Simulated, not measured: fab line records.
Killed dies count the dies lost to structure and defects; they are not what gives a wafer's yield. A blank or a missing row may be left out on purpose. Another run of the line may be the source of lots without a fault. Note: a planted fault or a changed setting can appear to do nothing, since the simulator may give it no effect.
Which tool did it? :: flow nand harc :: 42 wafers from 14 lots sampled at 4 of the route's 1159 steps

WHAT THE GAUGES READ, wafer by wafer
Not one reading of a measure or inspect step in the record can be checked against a usual standard deviation.

EACH LOT AND THE TOOL THAT RAN IT (in order: tool; ch and the chambers of the sampled wafers; start)
lot: L238
NHARC_P_GATE_STRIP_108: rie diel-03 ch 0,1,3, day 4 19:44
NHARC_P_CONTACT_EXPOSE_09: arfi scanner-03 ch 0, day 5 15:34
NHARC_P_CONTACT_ETCH_31: rie diel-10 ch 1,2,3, day 6 03:10 or earlier
NHARC_P_CONTACT_CMP_24: cmp-02 ch 0,2,3, day 6 03:10

lot: L237
NHARC_P_GATE_STRIP_108: rie diel-13 ch 0,1,2, day 4 20:18
NHARC_P_CONTACT_EXPOSE_09: arfi scanner-01 ch 0, day 5 16:26
NHARC_P_CONTACT_ETCH_31: rie diel-11 ch 0,1,2, day 6 03:41 or earlier
NHARC_P_CONTACT_CMP_24: cmp-04 ch 0,1,2, day 6 03:41

lot: L240
NHARC_P_GATE_STRIP_108: rie diel-03 ch 0,3, day 5 08:28
NHARC_P_CONTACT_EXPOSE_09: arfi scanner-01 ch 0, day 6 03:52
NHARC_P_CONTACT_ETCH_31: rie diel-02 ch 0,1,2, day 6 07:04 or earlier
NHARC_P_CONTACT_CMP_24: cmp-02 ch 1,2,3, day 6 07:04

lot: L239
NHARC_P_GATE_STRIP_108: rie diel-03 ch 0,1,3, day 5 08:55
NHARC_P_CONTACT_EXPOSE_09: arfi scanner-03 ch 0, day 6 04:31
NHARC_P_CONTACT_ETCH_31: rie diel-11 ch 0,2, day 6 11:49 or earlier
NHARC_P_CONTACT_CMP_24: cmp-04 ch 0,1,3, day 6 11:49

lot: L241
NHARC_P_GATE_STRIP_108: rie diel-05 ch 0,3, day 5 19:26
NHARC_P_CONTACT_EXPOSE_09: arfi scanner-01 ch 0, day 6 14:38
NHARC_P_CONTACT_ETCH_31: rie diel-10 ch 0,1,3, day 6 17:51 or earlier
NHARC_P_CONTACT_CMP_24: cmp-02 ch 1,2,3, day 6 17:51

lot: L245
NHARC_P_GATE_STRIP_108: rie diel-03 ch 0,1,2, day 6 13:40
NHARC_P_CONTACT_EXPOSE_09: arfi scanner-01 ch 0, day 7 09:47
NHARC_P_CONTACT_ETCH_31: rie diel-11 ch 1,2,3, day 7 16:03 or earlier
NHARC_P_CONTACT_CMP_24: cmp-04 ch 0,2,3, day 7 16:03

lot: L244
NHARC_P_GATE_STRIP_108: rie diel-13 ch 1,2,3, day 6 14:13
NHARC_P_CONTACT_EXPOSE_09: arfi scanner-03 ch 0, day 7 10:04
NHARC_P_CONTACT_ETCH_31: rie diel-10 ch 1,2,3, day 7 16:35 or earlier
NHARC_P_CONTACT_CMP_24: cmp-03 ch 0,1,2, day 7 16:35

lot: L247
NHARC_P_GATE_STRIP_108: rie diel-03 ch 0,1,2, day 7 09:36
NHARC_P_CONTACT_EXPOSE_09: arfi scanner-01 ch 0, day 8 05:11
NHARC_P_CONTACT_ETCH_31: rie diel-10 ch 0,1,3, day 8 09:50 or earlier
NHARC_P_CONTACT_CMP_24: cmp-03 ch 1,2,3, day 8 09:50

lot: L248
NHARC_P_GATE_STRIP_108: rie diel-03 ch 0,1,3, day 7 21:53
NHARC_P_CONTACT_EXPOSE_09: arfi scanner-03 ch 0, day 8 17:28
NHARC_P_CONTACT_ETCH_31: rie diel-10 ch 0,1,3, day 8 21:59 or earlier
NHARC_P_CONTACT_CMP_24: cmp-02 ch 0,1,2, day 8 21:59

lot: L252
NHARC_P_GATE_STRIP_108: rie diel-03 ch 2,3, day 8 00:58
NHARC_P_CONTACT_EXPOSE_09: arfi scanner-02 ch 0, day 8 21:10
NHARC_P_CONTACT_ETCH_31: rie diel-10 ch 0,3, day 9 00:17 or earlier
NHARC_P_CONTACT_CMP_24: cmp-04 ch 1,2,3, day 9 00:17

lot: L257
NHARC_P_GATE_STRIP_108: rie diel-05 ch 0,3, day 9 13:08
NHARC_P_CONTACT_EXPOSE_09: arfi scanner-01, day 10 10:31
NHARC_P_CONTACT_ETCH_31: rie diel-11 ch 0,2, day 10 13:32 or earlier
NHARC_P_CONTACT_CMP_24: cmp-04 ch 0,3, day 10 13:32

lot: L256
NHARC_P_GATE_STRIP_108: rie diel-05 ch 1,2, day 9 13:25
NHARC_P_CONTACT_EXPOSE_09: arfi scanner-01, day 10 08:46
NHARC_P_CONTACT_ETCH_31: rie diel-11 ch 1,3, day 10 11:48 or earlier
NHARC_P_CONTACT_CMP_24: cmp-04 ch 1,3, day 10 11:48

lot: L259
NHARC_P_GATE_STRIP_108: rie diel-13 ch 0,1,3, day 10 00:46
NHARC_P_CONTACT_EXPOSE_09: arfi scanner-03 ch 0, day 10 20:10
NHARC_P_CONTACT_ETCH_31: rie diel-11 ch 2,3, day 11 03:37 or earlier
NHARC_P_CONTACT_CMP_24: cmp-04 ch 0,2,3, day 11 03:37

lot: L260
NHARC_P_GATE_STRIP_108: rie diel-03 ch 1,3, day 10 12:48
NHARC_P_CONTACT_EXPOSE_09: arfi scanner-03 ch 0, day 11 09:01
NHARC_P_CONTACT_ETCH_31: rie diel-10 ch 1,2,3, day 11 12:04 or earlier
NHARC_P_CONTACT_CMP_24: cmp-04 ch 1,2,3, day 11 12:04
- NHARC_P_GATE_STRIP_108: strips in O2.
- NHARC_P_CONTACT_EXPOSE_09: exposes mask P CA, target cd 90 nm.
- NHARC_P_CONTACT_ETCH_31: etches the open film in CH3F/O2, target depth 30 nm, time 85.7 s.
- NHARC_P_CONTACT_CMP_24: polishes, t overpolish 30 s, target thk 200 nm.

WHAT THE TOOLS THEMSELVES READ (means of the sampled wafers that have a number; where no wafer has one, the mark that the record gives instead)
NHARC_P_GATE_STRIP_108.
lot: L238
tool: rie diel-03
drypump motor current A (A): 5.7
oes product au (a.u.): 0.999
rf vpp V (V): 57.4
showerhead plenum p Torr (Torr): 3.40
throttle valve pct (%): 17.033

lot: L237
tool: rie diel-13
drypump motor current A (A): 5.6
oes product au (a.u.): 0.987
rf vpp V (V): 57.1
showerhead plenum p Torr (Torr): 3.53
throttle valve pct (%): 17.043

lot: L240
tool: rie diel-03
drypump motor current A (A): 5.5
oes product au (a.u.): 1.000
rf vpp V (V): 57.5
showerhead plenum p Torr (Torr): 3.47
throttle valve pct (%): 17.043

lot: L239
tool: rie diel-03
drypump motor current A (A): 5.8
oes product au (a.u.): 0.995
rf vpp V (V): 57.1
showerhead plenum p Torr (Torr): 3.40
throttle valve pct (%): 17.030

lot: L241
tool: rie diel-05
drypump motor current A (A): 6.0
oes product au (a.u.): 0.996
rf vpp V (V): 58.2
showerhead plenum p Torr (Torr): 3.59
throttle valve pct (%): 17.036

lot: L245
tool: rie diel-03
drypump motor current A (A): 5.9
oes product au (a.u.): 1.003
rf vpp V (V): 58.0
showerhead plenum p Torr (Torr): 3.55
throttle valve pct (%): 17.038

lot: L244
tool: rie diel-13
drypump motor current A (A): 5.7
oes product au (a.u.): 0.987
rf vpp V (V): 57.5
showerhead plenum p Torr (Torr): 3.44
throttle valve pct (%): 17.031

lot: L247
tool: rie diel-03
drypump motor current A (A): 5.9
oes product au (a.u.): 1.006
rf vpp V (V): 58.3
showerhead plenum p Torr (Torr): 3.54
throttle valve pct (%): 17.029

lot: L248
tool: rie diel-03
drypump motor current A (A): 5.8
oes product au (a.u.): 1.008
rf vpp V (V): 57.4
showerhead plenum p Torr (Torr): 3.39
throttle valve pct (%): 17.036

lot: L252
tool: rie diel-03
drypump motor current A (A): 5.6
oes product au (a.u.): 1.004
rf vpp V (V): 59.1
showerhead plenum p Torr (Torr): 3.60
throttle valve pct (%): 17.042

lot: L257
tool: rie diel-05
drypump motor current A (A): 5.7
oes product au (a.u.): 0.996
rf vpp V (V): 57.5
showerhead plenum p Torr (Torr): 3.60
throttle valve pct (%): 17.039

lot: L256
tool: rie diel-05
drypump motor current A (A): 5.6
oes product au (a.u.): 0.995
rf vpp V (V): 57.8
showerhead plenum p Torr (Torr): 3.47
throttle valve pct (%): 17.038

lot: L259
tool: rie diel-13
drypump motor current A (A): 5.8
oes product au (a.u.): 0.988
rf vpp V (V): 57.3
showerhead plenum p Torr (Torr): 3.39
throttle valve pct (%): 17.033

lot: L260
tool: rie diel-03
drypump motor current A (A): 5.6
oes product au (a.u.): 1.012
rf vpp V (V): 57.4
showerhead plenum p Torr (Torr): 3.29
throttle valve pct (%): 17.033

NHARC_P_CONTACT_EXPOSE_09.
lot: L238
tool: arfi scanner-03
exposure dose mJ cm2: 81.26
focus offset nm (nm): -0.2
stage vel mm s (mm/s): 500.02

lot: L237
tool: arfi scanner-01
exposure dose mJ cm2: 81.26
focus offset nm (nm): 0.0
stage vel mm s (mm/s): 499.93

lot: L240
tool: arfi scanner-01
exposure dose mJ cm2: 81.22
focus offset nm (nm): -0.3
stage vel mm s (mm/s): 500.10

lot: L239
tool: arfi scanner-03
exposure dose mJ cm2: 81.22
focus offset nm (nm): 0.9
stage vel mm s (mm/s): 499.95

lot: L241
tool: arfi scanner-01
exposure dose mJ cm2: 81.16
focus offset nm (nm): -0.1
stage vel mm s (mm/s): 500.01

lot: L245
tool: arfi scanner-01
exposure dose mJ cm2: 81.21
focus offset nm (nm): -0.5
stage vel mm s (mm/s): 500.03

lot: L244
tool: arfi scanner-03
exposure dose mJ cm2: 81.24
focus offset nm (nm): -0.4
stage vel mm s (mm/s): 500.14

lot: L247
tool: arfi scanner-01
exposure dose mJ cm2: 81.27
focus offset nm (nm): -0.1
stage vel mm s (mm/s): 500.07

lot: L248
tool: arfi scanner-03
exposure dose mJ cm2: 81.11
focus offset nm (nm): -0.1
stage vel mm s (mm/s): 500.09

lot: L252
tool: arfi scanner-02
exposure dose mJ cm2: 81.23
focus offset nm (nm): -0.4
stage vel mm s (mm/s): 500.13

lot: L257
tool: arfi scanner-01
exposure dose mJ cm2: -
focus offset nm (nm): -
stage vel mm s (mm/s): -

lot: L256
tool: arfi scanner-01
exposure dose mJ cm2: -
focus offset nm (nm): -
stage vel mm s (mm/s): -

lot: L259
tool: arfi scanner-03
exposure dose mJ cm2: 81.12
focus offset nm (nm): 0.6
stage vel mm s (mm/s): 499.77

lot: L260
tool: arfi scanner-03
exposure dose mJ cm2: 81.24
focus offset nm (nm): -0.6
stage vel mm s (mm/s): 499.81

NHARC_P_CONTACT_ETCH_31.
lot: L238
tool: rie diel-10
drypump motor current A (A): 5.4
oes product au (a.u.): 0.975
rf vpp V (V): 244.0
showerhead plenum p Torr (Torr): 2.40
throttle valve pct (%): 20.658

lot: L237
tool: rie diel-11
drypump motor current A (A): 5.9
oes product au (a.u.): 0.984
rf vpp V (V): 245.1
showerhead plenum p Torr (Torr): 2.49
throttle valve pct (%): 20.664

lot: L240
tool: rie diel-02
drypump motor current A (A): 5.6
oes product au (a.u.): 0.976
rf vpp V (V): 245.0
showerhead plenum p Torr (Torr): 2.44
throttle valve pct (%): 20.668

lot: L239
tool: rie diel-11
drypump motor current A (A): 5.6
oes product au (a.u.): 0.985
rf vpp V (V): 246.0
showerhead plenum p Torr (Torr): 2.56
throttle valve pct (%): 20.665

lot: L241
tool: rie diel-10
drypump motor current A (A): 5.6
oes product au (a.u.): 0.985
rf vpp V (V): 242.8
showerhead plenum p Torr (Torr): 2.37
throttle valve pct (%): 20.661

lot: L245
tool: rie diel-11
drypump motor current A (A): 6.1
oes product au (a.u.): 0.985
rf vpp V (V): 244.6
showerhead plenum p Torr (Torr): 2.43
throttle valve pct (%): 20.663

lot: L244
tool: rie diel-10
drypump motor current A (A): 5.3
oes product au (a.u.): 0.957
rf vpp V (V): 243.6
showerhead plenum p Torr (Torr): 2.39
throttle valve pct (%): 20.665

lot: L247
tool: rie diel-10
drypump motor current A (A): 5.5
oes product au (a.u.): 0.988
rf vpp V (V): 242.9
showerhead plenum p Torr (Torr): 2.37
throttle valve pct (%): 20.660

lot: L248
tool: rie diel-10
drypump motor current A (A): 5.5
oes product au (a.u.): 0.988
rf vpp V (V): 243.4
showerhead plenum p Torr (Torr): 2.37
throttle valve pct (%): 20.663

lot: L252
tool: rie diel-10
drypump motor current A (A): 5.7
oes product au (a.u.): 0.979
rf vpp V (V): 244.4
showerhead plenum p Torr (Torr): 2.41
throttle valve pct (%): 20.650

lot: L257
tool: rie diel-11
drypump motor current A (A): 5.7
oes product au (a.u.): 0.968
rf vpp V (V): 245.7
showerhead plenum p Torr (Torr): 2.56
throttle valve pct (%): 20.668

lot: L256
tool: rie diel-11
drypump motor current A (A): 6.0
oes product au (a.u.): 0.952
rf vpp V (V): 242.6
showerhead plenum p Torr (Torr): 2.37
throttle valve pct (%): 20.657

lot: L259
tool: rie diel-11
drypump motor current A (A): 6.0
oes product au (a.u.): 0.980
rf vpp V (V): 243.2
showerhead plenum p Torr (Torr): 2.43
throttle valve pct (%): 20.662

lot: L260
tool: rie diel-10
drypump motor current A (A): 5.3
oes product au (a.u.): 0.991
rf vpp V (V): 243.6
showerhead plenum p Torr (Torr): 2.39
throttle valve pct (%): 20.663

NHARC_P_CONTACT_CMP_24.
lot: L238
tool: cmp-02
motor current A (A): 11.3
overpolish run s (s): 29.999
time to endpoint s (s): 42.6

lot: L237
tool: cmp-04
motor current A (A): 12.1
overpolish run s (s): 29.993
time to endpoint s (s): 36.6

lot: L240
tool: cmp-02
motor current A (A): 10.9
overpolish run s (s): 30.008
time to endpoint s (s): 41.6

lot: L239
tool: cmp-04
motor current A (A): 13.1
overpolish run s (s): 30.002
time to endpoint s (s): 37.0

lot: L241
tool: cmp-02
motor current A (A): 10.4
overpolish run s (s): 30.002
time to endpoint s (s): 41.4

lot: L245
tool: cmp-04
motor current A (A): 13.2
overpolish run s (s): 29.999
time to endpoint s (s): 39.4

lot: L244
tool: cmp-03
motor current A (A): 11.1
overpolish run s (s): 29.992
time to endpoint s (s): 41.1

lot: L247
tool: cmp-03
motor current A (A): 12.0
overpolish run s (s): 29.993
time to endpoint s (s): 39.5

lot: L248
tool: cmp-02
motor current A (A): 11.8
overpolish run s (s): 29.987
time to endpoint s (s): 39.8

lot: L252
tool: cmp-04
motor current A (A): 12.4
overpolish run s (s): 29.995
time to endpoint s (s): 41.0

lot: L257
tool: cmp-04
motor current A (A): 13.6
overpolish run s (s): 30.002
time to endpoint s (s): 38.4

lot: L256
tool: cmp-04
motor current A (A): 13.3
overpolish run s (s): 29.993
time to endpoint s (s): 38.7

lot: L259
tool: cmp-04
motor current A (A): 13.2
overpolish run s (s): 30.004
time to endpoint s (s): 40.5

lot: L260
tool: cmp-04
motor current A (A): 12.5
overpolish run s (s): 29.997
time to endpoint s (s): 40.9

THE ANSWER, worked out from the rows above alone
Rule: the lots themselves supply what counts as usual. Put in order of their means at a reading, lots are off if they are a third of the lots or fewer, leave a main group of 4 or more, and stand apart from it by a gap of 3 or more times the standard deviation of the main group's means; of several such gaps the widest counts. The tables above print the reading to a certain number of digits; a main group whose means all agree to those digits is not used. A lot without any number at a reading at which 4 lots or more have one is off too. Where the step has rows for the other lots, those lots are counted as sound. After the gauges, taken in route order, come the tools' own readings; for these a lot's mean is taken, as printed above. At the first step where some lot is off, the reading lying furthest off is the one used; lots without a number count as furthest.
Off: L257, L256 (NHARC_P_CONTACT_EXPOSE_09, exposure dose mJ cm2). Without a number there: L257, L256. Mean 81.21 and standard deviation 0.051 in the main group.
If a tool, at that step or one of the process steps before it, ran each lot that is off and ran no sound lot following the first of them, it fits. Can't be told from this: 2 tools fit, rie diel-05 at NHARC_P_GATE_STRIP_108, arfi scanner-01 at NHARC_P_CONTACT_EXPOSE_09.

WHAT WAS PUT IN BY THE SIMULATOR
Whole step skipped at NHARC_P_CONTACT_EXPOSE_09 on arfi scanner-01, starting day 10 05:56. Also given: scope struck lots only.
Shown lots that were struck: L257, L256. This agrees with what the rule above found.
